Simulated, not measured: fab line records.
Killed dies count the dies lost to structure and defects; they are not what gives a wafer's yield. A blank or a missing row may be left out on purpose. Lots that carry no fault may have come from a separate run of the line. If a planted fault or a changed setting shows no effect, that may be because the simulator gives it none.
A lot that was struck, set against a sound lot + flow nandHarc + 14 steps out of a route of 1302
Sound: these wafers, L364.1, L364.4, L364.5. Struck: wafer L355.3 (L355.1, L355.2, from the same lot, were not struck and are left out); the cause is given at the end.
Order at every step that has rows: each side's tool, ch and its chambers, its first start. Under that, the readings that differ: sound wafers + struck wafers + difference of the means + sigmas: that difference in standard deviations of wafers without a fault.
alike: readings whose means differ by less than 2 such deviations, and words and numbers that are the same on both sides. not compared: withheld readings, readings that some wafer has no value for, bounds like >300 that may hide the same value, and numbers for which the record gives no deviation and whose values overlap.
A row with sigmas, a row that says differs or no value, or rows on one side alone: a step with any of these is where the two part. When numbers do not overlap yet have no deviation, they are printed without sigmas and do not part them. A reading missing from all wafers of one side parts the sides only when that side holds two or more wafers.

first, 4 steps without rows for these wafers: NHARC_P_BONDPAD_EBR_05; NHARC_P_BONDPAD_EXPOSE_06 (exposes mask P BPAD); NHARC_P_BONDPAD_PEB_07 (peb time 80 s); NHARC_P_BONDPAD_DEVELOP_08 (time 50 s).
NHARC_P_BONDPAD_CD_MEAS_09 targets a cd of 500 nm.
  sound on cdSem-03 ch 0, day 12 18:38; struck on cdSem-03 ch 0, day 9 04:54
| reading   | sound             | struck | difference | sigmas |
|-----------|-------------------|--------|------------|--------|
| cdNm (nm) | 498.0 501.2 499.1 | 506.6  | +7.2       | +3     |
NHARC_P_BONDPAD_OVL_MEAS_38:
  sound on overlay-02 at day 12 18:44; struck on overlay-01 at day 9 04:59
  alike: overlayXNm, overlayYNm
then, 1 step without rows for these wafers: NHARC_P_BONDPAD_HARDBAKE_10 (time 65 s).
NHARC_P_BONDPAD_DESCUM_11: chemistry O2, time 3 s.
  sound on rieDiel-03 ch 0,2,3, day 12 18:51; struck on rieDiel-04 ch 1, day 9 05:07
  alike: drypumpMotorCurrentA, oesProductAu, rfVppV, showerheadPlenumPTorr, throttleValvePct
  not compared: rfHoursCounterH
NHARC_P_BONDPAD_ETCH_37: etches the open film in N2/H2, target depth 60 nm, overetch 18 nm, time 65.91 s.
  sound on rieDiel-03 ch 1,3, day 12 18:56; struck on rieDiel-04 ch 2, day 9 05:12
  alike: drypumpMotorCurrentA, oesProductAu, rfVppV, showerheadPlenumPTorr, throttleValvePct
  not compared: rfHoursCounterH
NHARC_P_BONDPAD_ETCH_12: etches the open film in CHF3/O2, target depth 200 nm, time 100 s.
  sound: rieDiel-03 ch 1,2; struck: rieDiel-04 ch 3
| reading                      | sound          | struck | difference | sigmas |
|------------------------------|----------------|--------|------------|--------|
| showerheadPlenumPTorr (Torr) | 2.34 2.54 2.54 | 2.25   | -0.22      | -2     |
  alike: drypumpMotorCurrentA, oesProductAu, rfVppV, throttleValvePct
  not compared: rfHoursCounterH
NHARC_P_BONDPAD_CD_MEAS_13:
  sound on cdSem-03 at day 12 19:10; struck on cdSem-02 at day 9 05:26
| reading   | sound             | struck | difference | sigmas |
|-----------|-------------------|--------|------------|--------|
| cdNm (nm) | 496.7 501.2 498.9 | 506.3  | +7.4       | +3     |
NHARC_P_BONDPAD_STRIP_15: strips in O2.
  sound on rieDiel-08 ch 0,2, day 12 19:16; struck on rieDiel-03 ch 2, day 9 05:30
  alike: drypumpMotorCurrentA, oesProductAu, rfVppV, showerheadPlenumPTorr, throttleValvePct
  not compared: rfHoursCounterH
NHARC_P_BONDPAD_ETCH_24: etches the open film in CF4/N2, target depth 30 nm, time 72.99 s.
  sound on rieDiel-08 ch 0,1, day 12 19:23; struck on rieDiel-03 ch 0, day 9 05:39
| reading              | sound                | struck | difference | sigmas |
|----------------------|----------------------|--------|------------|--------|
| oesProductAu (a.u.)  | 0.987 0.995 0.990    | 0.814  | -0.177     | -15    |
| throttleValvePct (%) | 19.809 19.795 19.797 | 19.769 | -0.031     | -3     |
  alike: drypumpMotorCurrentA, rfVppV, showerheadPlenumPTorr
  not compared: rfHoursCounterH
then, 1 step without rows for these wafers: NHARC_P_BONDPAD_STRIP_16 (strips in post etch residue remover, time 600 s).

## WHERE THEY PART
Earliest at NHARC_P_BONDPAD_CD_MEAS_09; latest, in this record, at NHARC_P_BONDPAD_ETCH_24.

WHY: the cause the simulator had injected
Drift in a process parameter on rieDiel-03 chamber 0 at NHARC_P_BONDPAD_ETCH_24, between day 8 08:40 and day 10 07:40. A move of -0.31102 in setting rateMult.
